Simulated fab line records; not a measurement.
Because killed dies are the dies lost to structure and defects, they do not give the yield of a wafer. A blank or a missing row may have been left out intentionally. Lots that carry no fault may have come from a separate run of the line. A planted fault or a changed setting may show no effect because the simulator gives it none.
A lot that was struck, set against a sound lot || flow n5-finfet || 15 steps out of a route of 1938
Sound: wafers L876.2, L876.4, L876.5. Struck: wafers L875.3, L875.4 (left out: L875.5, a lot-mate that was not struck); the cause follows at the end.
At each step with rows: each side's tool, then ch and its chambers, then its first start. Under that, the readings that differ: sound wafers || struck wafers || difference of the means || sigmas: that difference in standard deviations of wafers without a fault.
alike: readings whose means differ by less than 2 such deviations, and words and numbers that are the same on both sides. not compared: withheld readings, readings that some wafer has no value for, bounds like >300 that may hide the same value, and numbers for which the record gives no deviation and whose values overlap.
Wherever a step has rows on one side only, a row that says differs or no value, or a row with sigmas, the two part there. Non-overlapping numbers with no deviation appear without sigmas and do not part them. A reading missing from all wafers of one side parts the sides only when that side holds two or more wafers.

first, 1 step without rows for these wafers: N5_MOL_CONTACT_COAG_STRIP_98 (strips in N2/H2).
N5_MOL_CONTACT_COAG_CD_MEAS_99: the cd target is 17.2 nm.
  sound on cd-sem-01, day 9 10:36; struck on cd-sem-03, day 9 03:56
  alike: cd-nm
then, 2 steps without rows for these wafers: N5_MOL_CONTACT_COAG_IMPLANT_129; N5_MOL_CONTACT_COAG_PRECLEAN_111 (cleans in NF3:NH3, afs cycles 1, time 20 s, sublimation time 60 s).
N5_MOL_CONTACT_COAG_TI_SIL_19: material Ti, target thk 4.2 nm, time 15 s.
  sound on pvd-sputter-03, day 9 12:01; struck on pvd-sputter-03, day 9 06:23
  alike: substrate-temp-c, throttle-valve-pct
N5_MOL_CONTACT_COAG_ALD_20: deposits TiN, target thk 1.5 nm, pulse time 1 s, purge time 3 s.
  sound on ald-metal-03 ch 1,2,3, day 9 12:08; struck on ald-metal-03 ch 0,3, day 9 06:30
  alike: heater-power-w, precursor-pulse-height-rel
N5_MOL_CONTACT_COAG_SIL_ANNEAL_21: time 60 s.
  sound on rtp-anneal-02 ch 0, day 9 12:32; struck on rtp-anneal-01 ch 0, day 9 06:57
{"reading": "lamp-power-pct (%)", "sound": "6.5 6.4 6.5", "struck": "5.7 5.7", "difference": -0.8, "sigmas": -2}
  alike: wafer_temp_C_max
N5_MOL_CONTACT_COAG_PRE_CLEAN_141: time 60 s.
  sound on pvd-sputter-03, day 9 12:50; struck on pvd-sputter-03, day 9 07:17
  alike: heater-power-w
N5_MOL_CONTACT_COAG_SPUTTER_143: material Co, target thk 2.5 nm.
  sound on pvd-sputter-03, day 9 12:54; struck on pvd-sputter-03, day 9 07:20
  alike: substrate-temp-c, throttle-valve-pct
then, 3 steps without rows for these wafers: N5_MOL_CONTACT_COAG_CO_FILL_22 (material Co, precursor CCTBA/H2, target thk 20 nm); N5_MOL_CONTACT_COAG_ANNEAL_113 (time 300 s); N5_MOL_CONTACT_COAG_PRE_CLEAN_142 (time 60 s).
N5_MOL_CONTACT_COAG_SPUTTER_130: material Co, target thk 47.5 nm.
  sound on pvd-sputter-03, day 9 14:38; struck on pvd-sputter-02, day 9 09:22
{"reading": "model.Co_of_MOL_CONTACT_COAG_SPUTTER_130.thk-nm (nm)", "sound": "47.8 48 47.6", "struck": "32 32.4", "difference": -16, "sigmas": ""}
  alike: substrate-temp-c, throttle-valve-pct
then, 1 step without rows for these wafers: N5_MOL_CONTACT_COAG_PRECLEAN_125 (cleans in DIW, time 57.5 s).
-- record jumps: 3 days separate the struck wafers' starts on either side; left off in module MOL_CONTACT_COAG, taken up again in module BEOL_M4, whose first shown step is the route's number 1111 --
N5_BEOL_M4_RC_MEAS_101:
  sound on prober-01 ch 0, day 13 01:40; struck on prober-02 ch 0, day 12 21:02
{"reading": "DIBL_N (mV/V)", "sound": "35.2 36.0 33.6", "struck": "39.7 35.6", "difference": "+2.7", "sigmas": "+2"}
{"reading": "DIBL_P (mV/V)", "sound": "35.1 36.3 32.6", "struck": "40.7 35.6", "difference": "+3.5", "sigmas": "+2"}
  alike: IOFF_N, IOFF_P, ION_N, ION_P, SS_N, SS_P, VT_N, VT_P

WHERE THEY PART
Earliest at N5_MOL_CONTACT_COAG_SIL_ANNEAL_21; latest, in this record, at N5_BEOL_M4_RC_MEAS_101.

WHY: what the simulator had put in
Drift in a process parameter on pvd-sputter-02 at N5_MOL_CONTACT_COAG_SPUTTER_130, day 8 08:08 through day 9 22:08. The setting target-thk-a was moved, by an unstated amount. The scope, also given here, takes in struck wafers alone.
